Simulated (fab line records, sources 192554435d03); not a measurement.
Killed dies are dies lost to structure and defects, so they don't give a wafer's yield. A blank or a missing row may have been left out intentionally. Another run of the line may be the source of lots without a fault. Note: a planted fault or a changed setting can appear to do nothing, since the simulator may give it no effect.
8D (eight disciplines) problem report, filled in by code | flow n5_finfet | the parts of the form that need people (team, actions taken, sign-off) are left out

== 1. THE PROBLEM ==
Wafers without a fault read 33, standard deviation 12; killed_at_M0_to_M3 at N5_PASSIVATION_PROBE_49 reads a mean of 161 on 6 wafers belonging to 2 lots. That is +11 standard deviations from the usual mean.
First seen on wafer L613.1, day 15 22:50, on prober-01. Wafers with a number at this step in the record: 6, from 2 lots. The rule behind "out" and "out of limits": a value lying over 4 standard deviations away from the usual mean. Any other wafer with a number is counted as sound.

== 2. WHAT IT IS, AND WHAT IT ISN'T ==
question                    | is                                                                                                      | is not
which readings at this step | killed_at_M0_to_M3, defect_limited_yield, killed_dies, sort_bin_5_function, sort_n_pass, sort_yield_pct | killed_at_M4_up, killed_at_contacts, killed_at_front_end, killed_open, killed_short
which lots                  | L613, L614                                                                                              | -
which wafers of those lots  | all that have a number                                                                                  | -
read on which tools         | prober-01, prober-02                                                                                    | -
when                        | from day 15 22:50                                                                                       | up to then (0 sound wafers)

== 3. SUSPECTS, AND WHAT RULES EACH OUT ==
Counting: a tool stays on the suspect list if, at a process step up to the reading, it processed all lots that are out and no sound lot following the first of them.
- rie_diel-04 at N5_BEOL_M3_VIA_ETCH_34 (etches the open film in C4F6/O2, target depth 69.4 nm, time 65.9 s): kept. It ran every lot that is out, first L614 (day 10 15:43), and no sound lot after that.
The count leaves rie_diel-04 at N5_BEOL_M3_VIA_ETCH_34.

== 4. THE CAUSE (what the simulator had put in) ==
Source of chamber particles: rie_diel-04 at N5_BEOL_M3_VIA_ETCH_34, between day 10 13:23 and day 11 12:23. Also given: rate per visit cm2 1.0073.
After counting, this tool was the only one left.

== 5. THE CHAIN OF EFFECTS, in route order ==
Rows list readings where the struck wafers' mean (over those with a number) sits beyond 3 standard deviations from the usual. Readings are gone through only where the record gives a usual standard deviation; hours: the median, over the lots, of the time from a lot's start at the first step in this table giving one to that lot's start at this step; sigmas: the change measured in usual standard deviations.
hours | step                    | reading              | usual  | on struck wafers | change | sigmas
0     | N5_PASSIVATION_PROBE_49 | defect_limited_yield | 91.3 % | 81.4             | -9.9   | -6.6
0     | N5_PASSIVATION_PROBE_49 | killed_at_M0_to_M3   | 33     | 161              | +128   | +11
0     | N5_PASSIVATION_PROBE_49 | killed_dies          | 103    | 219              | +116   | +6.8
0     | N5_PASSIVATION_PROBE_49 | sort_bin_5_function  | 5.1 %  | 12.1             | +7.0   | +7.0
0     | N5_PASSIVATION_PROBE_49 | sort_n_pass          | 1077   | 961              | -116   | -6.8
0     | N5_PASSIVATION_PROBE_49 | sort_yield_pct       | 91.3 % | 81.4             | -9.9   | -6.6
Process steps it contains:
- N5_PASSIVATION_PROBE_49

== 6. WHAT WOULD HAVE CAUGHT IT SOONER ==
In this record the first reading out of limits was taken at day 15 22:50, 129 hours after the fault began at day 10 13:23.
An alarm limit of 4 standard deviations would not have fired on the tool readings at N5_BEOL_M3_VIA_ETCH_34 for which the record gives a usual standard deviation, since none of them was out on any struck wafer.
By day 15 22:50, every lot that is out (2) had started N5_BEOL_M3_VIA_ETCH_34 on rie_diel-04. Tool hold at that time: it would have spared none of them.
